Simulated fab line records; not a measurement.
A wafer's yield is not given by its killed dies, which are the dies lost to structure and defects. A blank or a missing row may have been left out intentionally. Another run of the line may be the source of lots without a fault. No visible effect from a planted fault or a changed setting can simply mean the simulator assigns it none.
fab line records | flow nand_harc
[record] lots = 7 wafers = 21 last_day = 33
route steps=1302 shown P_GATE@178 END@1302
lots that met no fault: taken from a fault-free run of the same line
start_h: start of the lot's first displayed wafer, in hours after the record's first day | wait_h: hours from the lot's prior step to this one | " unchanged from the row above | L1.1+2: several wafers, shown together as one row | - no value present, or no start provided | * or withheld: withheld | < > ~ a bound
route shown NAME@n: NAME is a module with steps in the file, n the number in the route of the first one | usual: mean/standard deviation of fault-free wafers | same: alike in all rows | chamber/n: place in a boat | sites: readings site by site | _std_site: their standard deviation | _edge_site: the outer-site mean with the inner-site mean subtracted | radius_mm: how far each site lies from the wafer's centre | mask NAME#n: copy n | behind: the tool/chamber that last shaped the wafer | hold: why the lot was held/for how many hours/how that ended | device: which transistor (n, p or np) failed to switch | end of line: at the end of the route, the tests of the same wafers | a step given without rows: its recipe and nothing more | killed: the dies lost at the first sort to structure and to defects; this is not the yield of the wafer | map: per-die view of a wafer (x killed, . not killed, _ where there is no die)
set.NAME: the setting as run; set.NAME@STEP: as run at that earlier step | model.NAME: the simulator's own value behind a step, which no gauge read
lots at selected steps of the route; one table per step, one row per wafer
services: a tool's chamber out of use, with start hour (start_h, from the record's first day; less than 0 if before it), hours out, and reason
[[steps]]
[step NHARC_P_GATE_HMDS_52]
[recipe] time_s = 30
[step NHARC_P_GATE_COAT_53]
[recipe] spin_rpm = 3000
[step NHARC_P_GATE_SOFTBAKE_54]
[recipe] temp_c = 122 time_s = 95
[step NHARC_P_GATE_EBR_55]
[step NHARC_P_GATE_EXPOSE_56]
[recipe] na = 0.6 target_cd_nm = 720 dose_mj = 14.81 mask_id = P_PSD
[step NHARC_P_GATE_PEB_57]
[recipe] peb_temp_c = 118 peb_time_s = 85
[step NHARC_P_GATE_DEVELOP_58]
[recipe] time_s = 70
[step NHARC_P_GATE_CD_MEAS_59]
[recipe] target_cd_nm = 720 landing_energy_ev = 500
[usual] cd_nm = 720.0/1.4
// columns lot.wafer tool chamber start_h wait_h cd_nm
L923.1 cd_sem-03 0 147.32 - 720.6
L923.2 " 0 " " 720.9
L923.4 " 0 " " 720.7
L925.2 cd_sem-02 0 172.92 - 720.2
L925.3 " 0 " " 718.8
L925.6 " 0 " " 719.9
L926.1 cd_sem-01 0 178.00 - 720.4
L926.5 " 0 " " 721.1
L926.6 " 0 " " 720.5
L927.1 cd_sem-02 0 196.73 - 719.7
L927.4 " 0 " " 719.8
L927.6 " 0 " " 719.0
L932.4 cd_sem-02 0 236.56 - 721.3
L932.5 " 0 " " 721.3
L932.6 " 0 " " 721.4
L936.3 cd_sem-03 0 275.54 - 719.5
L936.4 " 0 " " 720.0
L936.5 " 0 " " 721.5
L940.1 cd_sem-02 0 315.18 - 718.4
L940.4 " 0 " " 719.7
L940.5 " 0 " " 719.5
[step NHARC_P_GATE_HARDBAKE_60]
[recipe] temp_c = 125 time_s = 80
[step NHARC_P_GATE_DESCUM_61]
[recipe] time_s = 3 o2_flow_sccm = 200 ar_flow_sccm = 0 bias_power_w = 0 chemistry = O2
[usual] drypump_motor_current_A = 5.9/0.44 o2_flow_sccm = 200.0/0.56 oes_product_au = 1.003/0.0079 rf_vpp_V = 57.8/0.87 showerhead_plenum_p_Torr = 1.93/0.066 throttle_valve_pct = 11.311/0.0093
// columns lot.wafer tool chamber start_h wait_h drypump_motor_current_A o2_flow_sccm oes_product_au rf_hours_counter_h rf_vpp_V showerhead_plenum_p_Torr throttle_valve_pct
L923.2 rie_diel-07 2 147.48 - 5.7 200.2 0.998 0.7 58.0 2.04 11.318
L923.1 " 3 " " 5.4 200.3 1.006 0.7 59.5 1.94 11.330
L923.4 " 1 " " 6.5 199.8 1.002 - 57.3 1.86 11.306
L925.3 rie_diel-01 1 173.10 - 6.0 199.4 1.016 5.9 58.8 1.94 11.329
L925.2 " 3 " " 6.3 198.8 1.010 5.4 58.3 1.97 11.322
L925.6 " 1 " " 6.0 199.1 1.023 - 56.6 1.93 11.318
L926.1 rie_diel-07 0 178.17 - 5.4 199.7 0.988 1.8 58.3 1.83 11.318
L926.5 " 3 " " 5.4 200.0 1.003 - 58.2 1.94 11.304
L926.6 " 0 " " 5.4 200.8 1.002 - 57.4 1.83 11.320
L927.1 rie_diel-01 1 196.91 - 6.0 200.0 1.004 8.7 58.9 1.93 11.303
L927.4 " 3 " " 6.3 200.7 0.997 8.3 58.6 1.97 11.323
L927.6 " 1 " " 6.0 200.1 1.006 - 57.9 1.93 11.312
L932.4 rie_diel-07 2 236.71 - 5.7 200.5 1.013 6.0 58.2 2.04 11.315
L932.5 " 2 " " 5.7 199.5 1.019 - 60.4 2.04 11.318
L932.6 " 3 " " 5.4 199.3 1.002 - 56.7 1.94 11.315
L936.4 rie_diel-13 1 275.69 - 6.8 200.8 1.002 4.0 57.9 1.98 11.333
L936.3 " 3 " " 6.0 199.8 0.995 4.1 57.9 2.00 11.307
L936.5 " 1 " " 6.8 200.6 1.008 - 57.4 1.98 11.312
L940.1 rie_diel-01 0 315.34 - 5.5 200.8 0.999 6.3 58.7 1.94 11.330
L940.4 " 2 " " 5.4 200.0 1.005 5.2 57.3 1.89 11.304
L940.5 " 0 " " 5.5 199.4 0.998 - 57.5 1.94 11.328
[step NHARC_P_GATE_IMPLANT_62]
[recipe] energy_kev = 20 dose_cm2 = 3e+15 tilt_deg = 7
[step NHARC_P_GATE_STRIP_112]
[recipe] power_w = 1500 temp_c = 110 time_s = 200 chemistry = N2/H2
[usual] drypump_motor_current_A = 5.6/0.61 heater_power_w = 84/9.6
// columns lot.wafer tool chamber start_h wait_h drypump_motor_current_A heater_power_w rf_hours_counter_h
L923.2 plasma_asher-01 1 147.87 0.2 6.3 96 29
L923.1 " 0 " " 5.1 86 29
L923.4 " 1 " " 6.3 98 -
L925.2 plasma_asher-02 0 173.59 0.3 6.2 69 20
L925.3 " 1 " " 4.9 80 -
L925.6 " 0 " " 6.2 70 -
L926.1 plasma_asher-02 1 178.57 0.2 4.9 78 21
L926.5 " 0 " " 6.2 70 -
L926.6 " 1 " " 4.9 82 -
L927.1 plasma_asher-02 1 197.31 0.2 4.9 78 25
L927.4 " 0 " " 6.2 69 -
L927.6 " 0 " " 6.2 70 -
L932.4 plasma_asher-02 1 237.16 0.2 4.9 80 -
L932.6 " 1 " " 4.9 80 -
L932.5 " 0 " " 6.2 71 -
L936.4 plasma_asher-01 0 276.15 0.2 5.1 93 -
L936.3 " 1 " " 6.3 94 -
L936.5 " 0 " " 5.1 88 -
L940.1 plasma_asher-02 1 315.75 0.2 4.9 89 11
L940.4 " 0 " " 6.1 73 -
L940.5 " 0 " " 6.2 72 -
[step NHARC_P_GATE_STRIP_76]
[recipe] power_w = 1500 temp_c = 250 chemistry = O2
[usual] drypump_motor_current_A = 5.6/0.61 heater_power_w = 313/35
// columns lot.wafer tool chamber start_h wait_h drypump_motor_current_A heater_power_w rf_hours_counter_h
L923.2 plasma_asher-01 1 148.13 0.2 6.2 352 29
L923.1 " 0 " " 5.2 320 29
L923.4 " 1 " " 6.2 350 -
L925.2 plasma_asher-02 0 173.83 0.2 - - -
L925.3 " 1 " " - - -
L925.6 " 0 " " - - -
L926.1 plasma_asher-02 1 178.81 0.2 - - -
L926.5 " 0 " " - - -
L926.6 " 1 " " - - -
L927.1 plasma_asher-02 1 197.53 0.2 - - -
L927.4 " 0 " " - - -
L927.6 " 0 " " - - -
L932.4 plasma_asher-02 1 237.36 0.2 4.9 300 -
L932.6 " 1 " " 4.9 299 -
L932.5 " 0 " " 6.2 256 -
L936.4 plasma_asher-01 0 276.35 0.2 5.1 330 -
L936.3 " 1 " " 6.3 357 -
L936.5 " 0 " " 5.1 341 -
L940.1 plasma_asher-02 1 315.98 0.2 4.9 329 12
L940.4 " 0 " " 6.2 263 -
L940.5 " 0 " " 6.2 268 -
[step NHARC_P_GATE_STRIP_63]
[recipe] time_s = 900 temp_c = 130 chemistry = SPM
[step NHARC_END_SORT_01]
[recipe] temp_c = 25
[usual] killed_at_array = 63/18 killed_at_other = 1.1/1.3 killed_at_periphery = 4.3/2.8 killed_dies = 68/18 killed_open = 3.3/2 killed_short = 2.4/1.6
[same] gross_dies = 677
// columns lot.wafer tool chamber start_h wait_h killed_at_array killed_at_other killed_at_periphery killed_dies killed_open killed_short
L923.1 prober-02 0 592.26 2.5 54 0 7 61 6 2
L923.2 prober-02 0 593.07 2.8 45 1 2 48 3 3
L923.4 prober-02 0 594.67 3.4 42 1 4 47 1 2
L926.1 prober-02 0 729.10 2.5 76 1 4 81 5 1
L926.5 prober-02 0 732.25 3.7 72 1 2 75 2 4
L926.6 prober-02 0 733.04 3.9 63 2 1 66 1 0
L927.1 prober-01 0 736.74 2.5 63 0 3 66 6 2
L932.4 prober-02 0 747.10 3.4 50 1 5 56 4 1
L932.5 prober-02 0 747.89 3.7 60 1 8 69 2 3
L932.6 prober-02 0 748.69 4.0 58 2 5 65 7 2
// killed by level:class
L923.1 A_CHANNEL_HOLE_D2:chamber_film_flake=39 P_GATE:chamber_film_flake=5 A_CHANNEL_HOLE_D1:chamber_film_flake=3 A_STAIRCASE:chamber_film_flake=3 A_M0:geometric_particle:open=2 P_GATE:geometric_particle:open=1 A_ONON_D1:geometric_particle:open=1 A_CHANNEL_FILL_D1:geometric_particle:short=1
L923.2 A_CHANNEL_HOLE_D2:chamber_film_flake=32 A_CHANNEL_HOLE_D1:chamber_film_flake=3 P_GATE:chamber_film_flake=2 A_STAIRCASE:chamber_film_flake=2 A_ONON_D1:geometric_particle:short=1 A_CHANNEL_HOLE_D1:geometric_particle:short=1 A_CHANNEL_FILL_D1:geometric_particle:open=1 A_CONTACT:geometric_particle:short=1
L923.4 A_CHANNEL_HOLE_D2:chamber_film_flake=31 A_DECK1_JOINT:chamber_film_flake=3 A_STAIRCASE:chamber_film_flake=3 P_GATE:chamber_film_flake=2 A_CHANNEL_HOLE_D1:geometric_particle:short=1 A_WL_FILL:geometric_particle:short=1 A_M0:geometric_particle:open=1 P_STI:chamber_film_flake=1
L926.1 A_CHANNEL_HOLE_D2:chamber_film_flake=31 A_SLIT:chamber_film_flake=31 A_CONTACT:chamber_film_flake=4 A_STAIRCASE:chamber_film_flake=3 A_CHANNEL_HOLE_D1:chamber_film_flake=2 A_DECK1_JOINT:chamber_film_flake=2 P_STI:geometric_particle:open=1 P_M0:geometric_particle:open=1
L926.5 A_CHANNEL_HOLE_D2:chamber_film_flake=35 A_SLIT:chamber_film_flake=25 A_CONTACT:chamber_film_flake=3 A_CHANNEL_HOLE_D1:chamber_film_flake=2 A_CHANNEL_FILL_D1:geometric_particle:short=1 A_CHANNEL_FILL_D1:geometric_particle:open=1 A_CHANNEL_HOLE_D2:geometric_particle:short=1 A_CHANNEL_FILL_D2:geometric_particle:short=1
L926.6 A_SLIT:chamber_film_flake=28 A_CHANNEL_HOLE_D2:chamber_film_flake=27 A_STAIRCASE:chamber_film_flake=3 A_CONTACT:chamber_film_flake=2 THIN_TSV:chamber_film_flake=2 A_ONON_D2:geometric_particle:open=1 P_M1:chamber_film_flake=1 A_CHANNEL_FILL_D1:chamber_film_flake=1
L927.1 A_CHANNEL_HOLE_D1:chamber_film_flake=34 A_CHANNEL_HOLE_D2:chamber_film_flake=12 A_CONTACT:chamber_film_flake=5 A_M0:chamber_film_flake=3 A_ONON_D2:geometric_particle:open=2 P_GATE:geometric_particle:open=1 P_CONTACT:geometric_particle:short=1 P_M1:geometric_particle:open=1
L932.4 A_CHANNEL_HOLE_D1:chamber_film_flake=29 A_CHANNEL_HOLE_D2:chamber_film_flake=10 A_SLIT:chamber_film_flake=3 A_CONTACT:chamber_film_flake=3 P_CONTACT:chamber_film_flake=2 P_GATE:geometric_particle:open=1 A_ONON_D1:geometric_particle:open=1 A_CHANNEL_HOLE_D2:geometric_particle:open=1
L932.5 A_CHANNEL_HOLE_D1:chamber_film_flake=30 A_CHANNEL_HOLE_D2:chamber_film_flake=18 A_CONTACT:chamber_film_flake=6 P_GATE:chamber_film_flake=4 P_STI:chamber_film_flake=3 P_GATE:geometric_particle:open=1 A_ONON_D1:geometric_particle:short=1 A_DECK1_JOINT:geometric_particle:short=1
L932.6 A_CHANNEL_HOLE_D1:chamber_film_flake=31 A_CHANNEL_HOLE_D2:chamber_film_flake=11 A_CONTACT:chamber_film_flake=5 P_GATE:chamber_film_flake=3 A_STAIRCASE:chamber_film_flake=2 P_GATE:geometric_particle:open=1 A_ONON_D1:geometric_particle:open=1 A_CHANNEL_HOLE_D1:geometric_particle:open=1
[[services]]
// columns tool chamber start_h hours kind
rie_diel-01 0 151.15 4.3 repair
rie_diel-13 0 155.29 5.9 repair
plasma_asher-01 - 165.00 9.0 pm
plasma_asher-01 0 165.00 9.0 vent_cycle
plasma_asher-01 1 165.00 9.0 vent_cycle
rie_diel-13 - 165.00 9.0 pm
plasma_asher-01 - 184.56 25.4 repair
rie_diel-07 2 199.57 6.0 repair
rie_diel-01 - 203.80 9.0 pm
rie_diel-13 3 239.38 8.2 repair
rie_diel-07 1 246.61 10.3 repair
plasma_asher-02 - 249.08 9.0 pm
plasma_asher-02 0 249.08 9.0 vent_cycle
plasma_asher-02 1 249.08 9.0 vent_cycle
rie_diel-13 2 252.45 1.2 repair
rie_diel-13 0 254.60 7.8 repair
plasma_asher-02 0 258.08 - clean
plasma_asher-02 1 258.08 - clean
rie_diel-07 0 269.96 5.8 repair
plasma_asher-02 - 275.93 10.5 repair
rie_diel-07 3 278.54 36.4 repair
plasma_asher-02 - 287.55 1.4 repair
rie_diel-07 - 294.20 9.0 pm
rie_diel-01 1 308.31 2.6 repair
[[key]]
[first_sign] step = NHARC_P_GATE_STRIP_76 reading = tool_record direction = missing
effect none on later readings
met_at NHARC_P_GATE_STRIP_76
struck_wafers L925.2,L925.3,L925.6,L926.1,L926.5,L926.6,L927.1,L927.4,L927.6
tester_left_out L925,L926,L927
[fault] kind = skipped_step_whole tool = plasma_asher-02 chamber = - onset_h = 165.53 steps = NHARC_P_GATE_STRIP_76 scope = struck_lots_only
// tester_left_out: of these lots the tester's yield and bins aren't shown, on N5 and GAA mostly nor the transistor test; their killed dies are dies lost to structure and defects alone, not to doping, threshold or leakage, so they don't give the yield
